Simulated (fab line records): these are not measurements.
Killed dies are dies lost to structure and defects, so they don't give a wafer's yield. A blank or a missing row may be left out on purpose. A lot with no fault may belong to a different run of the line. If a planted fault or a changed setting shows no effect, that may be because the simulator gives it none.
Comparing a struck lot with a sound one -- flow nand-harc -- 13 steps out of a route of 1302
Sound: wafers L600.2, L600.3, L600.5. Wafers L592.1, L592.4, L592.5 were the ones struck. The cause comes at the end.
Per side, at each step with rows, come the tool, then ch with its chambers, and then its first start. Under that, the readings that differ: sound wafers -- struck wafers -- difference of the means -- sigmas: that difference in standard deviations of wafers without a fault.
alike: readings whose means differ by less than 2 such deviations, and words and numbers that are the same on both sides. not compared: withheld readings, readings that some wafer has no value for, bounds like >300 that may hide the same value, and numbers for which the record gives no deviation and whose values overlap.
The two part at a step that has a row with sigmas, a row that says differs or no value, or rows on one side only. When numbers do not overlap yet have no deviation, they are printed without sigmas and do not part them. Lack of a reading on every wafer of one side parts them only where that side has two or more wafers.

first, 7 steps without rows for these wafers: NHARC_A_STAIRCASE_COAT_435; NHARC_A_STAIRCASE_SOFTBAKE_436 (time 170 s); NHARC_A_STAIRCASE_EBR_437; NHARC_A_STAIRCASE_EXPOSE_438 (exposes mask STAIR REV); NHARC_A_STAIRCASE_PEB_439 (peb time 130 s); NHARC_A_STAIRCASE_DEVELOP_440 (time 140 s); NHARC_A_STAIRCASE_HARDBAKE_442 (time 140 s).
NHARC_A_STAIRCASE_DESCUM_443: chemistry O2, time 3 s.
  sound on rie-diel-05 ch 0,3, day 27 11:56; struck on rie-diel-01 ch 0,1, day 23 14:12
reading,sound,struck,difference,sigmas
mfc-ar-sccm (sccm),0.025 0.029 0.029,0 0.008 0,+0,-3
  alike: drypump-motor-current-A, oes-product-au, rf-vpp-V, showerhead-plenum-p-Torr, throttle-valve-pct
  not compared: rf-hours-counter-h
NHARC_A_STAIRCASE_ETCH_444: etches the open film in C4F8/O2, target depth 20400 nm, time 6800 s.
  sound on rie-diel-05 ch 0,1,3, day 27 12:38; struck on rie-diel-01 ch 0,3, day 23 14:17
  alike: oes-product-au, rf-vpp-V
  not compared: rf-hours-counter-h
NHARC_A_STAIRCASE_STRIP_446: strips in O2.
  sound on plasma-asher-02 ch 0,1, day 27 16:32; struck on plasma-asher-01 ch 0,1, day 23 18:46
reading,sound,struck,difference,sigmas
rf-refl-power-W (W),13 15 15,- - -,no value on the struck wafers,
  alike: drypump-motor-current-A, heater-power-w, temp-c
  not compared: rf-hours-counter-h
NHARC_A_STAIRCASE_STRIP_447: strips in SPM, time 900 s.
  sound on wet-bench-02 ch 4,5,7, day 27 16:54; struck on wet-bench-03 ch 3,4,6, day 23 19:04
  no value came back on the struck wafers for bath-guard-temp-C (C), bath-heat-duty-pct (%), temp-c (C); on the sound wafers bath-guard-temp-C (C) reads 131.2 129.6 130.1
then, 1 step without rows for these wafers: NHARC_A_STAIRCASE_PRECLEAN_448 (cleans in SC1).
-- record jumps: 6 days between struck wafers' starts before vs after; left off in module A_STAIRCASE, resumes in module END, first step shown is number 1302 of the route --
NHARC_END_SORT_01:
  only the struck wafers appear in the record here, on prober-02 ch 0 at day 29 09:25; the sound ones have no rows

== WHERE THEY PART ==
Last at NHARC_END_SORT_01 as far as this record goes, first at NHARC_A_STAIRCASE_DESCUM_443.

WHY: what had been put in by the simulator
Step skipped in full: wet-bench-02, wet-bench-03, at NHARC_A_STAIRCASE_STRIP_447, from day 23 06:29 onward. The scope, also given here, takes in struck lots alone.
